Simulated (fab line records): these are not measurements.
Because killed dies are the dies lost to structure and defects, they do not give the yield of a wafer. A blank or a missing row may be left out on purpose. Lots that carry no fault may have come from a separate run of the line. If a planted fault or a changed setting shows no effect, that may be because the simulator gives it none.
Problem report in the 8D (eight disciplines) form, filled by code    flow n5-finfet    the parts of the form that need people (team, actions taken, sign-off) are left out

## 1. WHAT WENT WRONG
Mean of spin-speed-rpm at N5_BEOL_M5_COAT_59: 1698.8 rpm across 9 wafers in 3 lots; on wafers with no fault it is 1500.1 rpm (standard deviation 1.1). So: +99 or more standard deviations from the usual mean.
The step: time 60 s, resist thk 60 nm.
The first sign was on wafer L564.4 at day 10 17:19, on litho-track-04. At this step, 36 wafers from 12 lots have a number in the record. Rule for "out" (also "out of limits"): further than 4 standard deviations from the usual mean. Any other wafer with a number is counted as sound.

## 2. WHAT IT IS AND WHAT IT IS NOT
question                     is                      is not
which readings at this step  spin-speed-rpm          heater-power-total-W, resist-line-temp-C
which lots                   L562, L563, L564        L556, L557, L569, L572, L574, L575, L576, L577, L579
which wafers of those lots   all that have a number  -
read on which tools          litho-track-04          litho-track-01, litho-track-02
when                         from day 10 17:19       up to then (6 sound wafers); but 21 sound wafers of L569, L572, L574, L575, L576, L577, L579 came after

## 3. THE SUSPECTS, EACH WITH WHAT RULES IT OUT
Counting: a tool at a process step up to the reading stays a suspect if it ran every lot that is out and no sound lot after the first of them.
- litho-track-04 at N5_BEOL_M5_COAT_59 (time 60 s, resist thk 60 nm): ruled out as a lasting fault. Sound lots L572, L575, L576, L579 ran on it after its first lot that is out, L564 (day 10 17:19).
Left after counting: nothing in the record.

## 4. THE CAUSE (what the simulator had put in)
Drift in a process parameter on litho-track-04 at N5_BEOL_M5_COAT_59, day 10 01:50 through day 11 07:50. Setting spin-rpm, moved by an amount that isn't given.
Counting ruled it out, wrongly.

## 5. THE EFFECT CHAIN, in route order
Each row: a reading where the mean over the struck wafers with a number is more than 3 standard deviations away from the usual. Scope: only readings with a usual standard deviation given in the record; hours: median across lots of the time from each lot's start at the first step in this table that gives one to its start at this step; sigmas: change in usual standard deviations.
hours  step                reading         usual       on struck wafers  change  sigmas
0      N5_BEOL_M5_COAT_59  spin-speed-rpm  1500.1 rpm  1698.8            +198.7  +99 or more
The process steps in it:
- N5_BEOL_M5_COAT_59: time 60 s, resist thk 60 nm.

## 6. WHAT WOULD HAVE CAUGHT IT SOONER
In this record no reading fell out of limits until day 10 17:19, 15 hours after the fault had begun at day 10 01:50.
